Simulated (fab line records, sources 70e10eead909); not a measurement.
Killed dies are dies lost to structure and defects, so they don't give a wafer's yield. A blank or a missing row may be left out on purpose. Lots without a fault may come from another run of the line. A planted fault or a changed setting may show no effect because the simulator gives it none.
Which tool did it? | flow nand_harc | 13 lots, 39 wafers sampled, at 4 steps of a route of 1302

WHAT THE GAUGES READ, wafer by wafer
The record holds no reading of a measuring or inspecting step that can be judged against a usual standard deviation.

WHICH TOOL RAN EACH LOT (tool, then ch and the chambers of the sampled wafers, then the start)
lot  | NHARC_A_BONDPAD_PVD_27                  | NHARC_THIN_TSV_CMP_01         | NHARC_THIN_TSV_ETCH_44             | NHARC_THIN_TSV_PVD_19
L232 | pvd_sputter-01, day 23 17:38 or earlier | cmp-01 ch 0,1, day 23 17:38   | rie_diel-03 ch 1,3, day 23 19:12   | pvd_sputter-03, no start
L231 | pvd_sputter-02, day 24 04:16 or earlier | cmp-02 ch 1,2, day 24 04:16   | rie_diel-03 ch 0,3, day 24 05:52   | pvd_sputter-01, no start
L233 | pvd_sputter-01, day 24 11:10 or earlier | cmp-04 ch 0,3, day 24 11:10   | rie_diel-11 ch 0,1,3, day 24 12:51 | pvd_sputter-03, no start
L236 | pvd_sputter-01, day 25 03:36 or earlier | cmp-02 ch 0,2,3, day 25 03:36 | rie_diel-11 ch 0,1,2, day 25 05:13 | pvd_sputter-03, no start
L238 | pvd_sputter-01, day 26 12:50 or earlier | cmp-02 ch 0,2,3, day 26 12:50 | rie_diel-01 ch 1,2, day 26 14:25   | pvd_sputter-01, no start
L239 | pvd_sputter-01, day 26 20:33 or earlier | cmp-02 ch 2,3, day 26 20:33   | rie_diel-01 ch 0,1, day 26 22:16   | pvd_sputter-01, no start
L241 | pvd_sputter-03, day 28 02:14 or earlier | cmp-02 ch 0,2,3, day 28 02:14 | rie_diel-03 ch 1,3, day 28 03:51   | pvd_sputter-02, no start
L237 | pvd_sputter-02, day 29 03:49 or earlier | cmp-02 ch 0,2,3, day 29 03:49 | rie_diel-11 ch 0,1,3, day 29 05:23 | pvd_sputter-01, no start
L246 | pvd_sputter-03, day 29 06:05 or earlier | cmp-02 ch 1,2,3, day 29 06:05 | rie_diel-01 ch 0,2,3, day 29 07:41 | pvd_sputter-02, no start
L249 | pvd_sputter-02, day 32 01:17 or earlier | cmp-02 ch 0,1,3, day 32 01:17 | rie_diel-03 ch 2,3, day 32 02:57   | pvd_sputter-01, no start
L251 | pvd_sputter-03, day 32 03:35 or earlier | cmp-01 ch 1,2, day 32 03:35   | rie_diel-01 ch 1,3, day 32 05:08   | pvd_sputter-03, no start
L254 | pvd_sputter-01, day 32 11:39 or earlier | cmp-04 ch 0,1,3, day 32 11:39 | rie_diel-11 ch 0,1,2, day 32 13:05 | pvd_sputter-02, no start
L253 | pvd_sputter-03, day 32 12:52 or earlier | cmp-02 ch 0,1, day 32 12:52   | rie_diel-01 ch 0,2,3, day 32 14:38 | pvd_sputter-02, no start
- NHARC_A_BONDPAD_PVD_27: deposits Cu, target thk 30 nm, time 20.49 s.
- NHARC_THIN_TSV_CMP_01: polishes.
- NHARC_THIN_TSV_ETCH_44: etches the open film in CF4/O2, target depth 1594.2 nm, time 797.1 s.
- NHARC_THIN_TSV_PVD_19: deposits TaN, target thk 20 nm.

WHAT THE TOOLS THEMSELVES READ (means of the sampled wafers that have a number; where no wafer has one, the mark that the record gives instead)
NHARC_A_BONDPAD_PVD_27. Usual: chamber_pressure_pa 5.000 Pa, standard deviation 0.011; throttle_valve_pct 30.3 %, standard deviation 1.2.
lot  | tool           | chamber_pressure_pa (Pa) | throttle_valve_pct (%) | flag
L232 | pvd_sputter-01 | 5.002                    | 30.7                   |
L231 | pvd_sputter-02 | 5.003                    | 29.8                   |
L233 | pvd_sputter-01 | 5.003                    | 30.3                   |
L236 | pvd_sputter-01 | 4.996                    | 30.2                   |
L238 | pvd_sputter-01 | 5.002                    | 30.4                   |
L239 | pvd_sputter-01 | 4.999                    | 30.2                   |
L241 | pvd_sputter-03 | 4.994                    | 30.7                   |
L237 | pvd_sputter-02 | 5.005                    | 29.8                   |
L246 | pvd_sputter-03 | 5.008                    | 31.1                   |
L249 | pvd_sputter-02 | 4.997                    | 31.3                   |
L251 | pvd_sputter-03 | 4.998                    | 31.7                   |
L254 | pvd_sputter-01 | 5.013                    | 30.1                   |
L253 | pvd_sputter-03 | 4.999                    | 29.6                   |

NHARC_THIN_TSV_CMP_01. Usual: motor_current_A 12.5 A, standard deviation 0.81.
lot  | tool   | motor_current_A (A) | flag
L232 | cmp-01 | 13.4                |
L231 | cmp-02 | 12.3                |
L233 | cmp-04 | 13.6                |
L236 | cmp-02 | 12.4                |
L238 | cmp-02 | 12.6                |
L239 | cmp-02 | 13.4                |
L241 | cmp-02 | 12.5                |
L237 | cmp-02 | 12.7                |
L246 | cmp-02 | 12.4                |
L249 | cmp-02 | 12.8                |
L251 | cmp-01 | 13.0                |
L254 | cmp-04 | 12.4                |
L253 | cmp-02 | 12.2                |

NHARC_THIN_TSV_ETCH_44. Usual: bias_w 799.9 W, standard deviation 2.4; drypump_motor_current_A 5.7 A, standard deviation 0.31; oes_product_au 0.998 a.u., standard deviation 0.015; rf_fwd_power_W 299.6 W, standard deviation 0.93; rf_vpp_V 796 V, standard deviation 4.4; showerhead_plenum_p_Torr 1.85 Torr, standard deviation 0.07; throttle_valve_pct 16.914 %, standard deviation 0.0084.
lot  | tool        | bias_w (W) | drypump_motor_current_A (A) | oes_product_au (a.u.) | rf_fwd_power_W (W) | rf_vpp_V (V) | showerhead_plenum_p_Torr (Torr) | throttle_valve_pct (%) | flag
L232 | rie_diel-03 | 799.7      | 5.5                         | 0.988                 | 298.7              | 795          | 1.85                            | 16.913                 |
L231 | rie_diel-03 | 799.9      | 5.5                         | 1.003                 | 299.8              | 801          | 1.93                            | 16.906                 |
L233 | rie_diel-11 | 799.5      | 5.8                         | 1.000                 | 300.0              | 795          | 1.84                            | 16.912                 |
L236 | rie_diel-11 | 799.8      | 6.0                         | 0.998                 | 299.2              | 792          | 1.80                            | 16.917                 |
L238 | rie_diel-01 | 800.5      | 5.8                         | 0.995                 | 299.1              | 797          | 1.87                            | 16.911                 |
L239 | rie_diel-01 | 798.8      | 5.6                         | 1.001                 | 299.6              | 799          | 1.89                            | 16.913                 |
L241 | rie_diel-03 | 800.9      | 5.7                         | 1.005                 | 300.2              | 799          | 1.90                            | 16.917                 |
L237 | rie_diel-11 | 798.0      | 5.8                         | 0.994                 | 299.6              | 796          | 1.84                            | 16.911                 |
L246 | rie_diel-01 | 799.6      | 5.6                         | 0.923                 | 259.7              | 792          | 1.79                            | 16.914                 | OFF
L249 | rie_diel-03 | 799.5      | 5.9                         | 0.995                 | 298.5              | 799          | 1.92                            | 16.913                 |
L251 | rie_diel-01 | 801.1      | 5.8                         | 0.982                 | 299.0              | 797          | 1.87                            | 16.919                 |
L254 | rie_diel-11 | 798.1      | 6.0                         | 0.988                 | 299.5              | 792          | 1.80                            | 16.902                 |
L253 | rie_diel-01 | 799.2      | 5.6                         | 1.011                 | 298.8              | 792          | 1.79                            | 16.917                 |

NHARC_THIN_TSV_PVD_19. Usual: chamber_pressure_pa 4.999 Pa, standard deviation 0.01; throttle_valve_pct 30.5 %, standard deviation 1.2.
lot  | tool           | chamber_pressure_pa (Pa) | throttle_valve_pct (%) | flag
L232 | pvd_sputter-03 | 4.997                    | 31.6                   |
L231 | pvd_sputter-01 | 5.001                    | 30.1                   |
L233 | pvd_sputter-03 | 5.006                    | 31.1                   |
L236 | pvd_sputter-03 | 4.994                    | 30.6                   |
L238 | pvd_sputter-01 | 4.998                    | 30.5                   |
L239 | pvd_sputter-01 | 5.008                    | 30.9                   |
L241 | pvd_sputter-02 | 5.003                    | 30.7                   |
L237 | pvd_sputter-01 | 4.996                    | 30.7                   |
L246 | pvd_sputter-02 | 5.004                    | 29.6                   |
L249 | pvd_sputter-01 | 5.003                    | 30.0                   |
L251 | pvd_sputter-03 | 5.009                    | 31.1                   |
L254 | pvd_sputter-02 | 5.006                    | 29.5                   |
L253 | pvd_sputter-02 | 5.000                    | 30.4                   |

THE ANSWER, worked out from the rows above alone
Rule: a lot is off if the mean of its wafers that have a number lies more than 3 standard deviations from the usual mean. A lot without any number at a reading at which 4 lots or more have one is off too. The other lots that the step has rows for count as sound. The gauges are gone through in route order, then the tools' own readings, and for those a lot's mean is taken as printed above. The first step at which some lot is off is used, and at that step the reading that is off furthest; a lot without a number counts as furthest.
Off: L246, at NHARC_THIN_TSV_ETCH_44 (rf_fwd_power_W).
A tool fits if, at that step or a process step before it, it ran every lot that is off, and no sound lot after the first of them. NHARC_A_BONDPAD_PVD_27 gives no start for some lots, so the hours and the order of its lots are those of NHARC_THIN_TSV_CMP_01. None of those tried fits.

WHAT THE SIMULATOR HAD PUT IN
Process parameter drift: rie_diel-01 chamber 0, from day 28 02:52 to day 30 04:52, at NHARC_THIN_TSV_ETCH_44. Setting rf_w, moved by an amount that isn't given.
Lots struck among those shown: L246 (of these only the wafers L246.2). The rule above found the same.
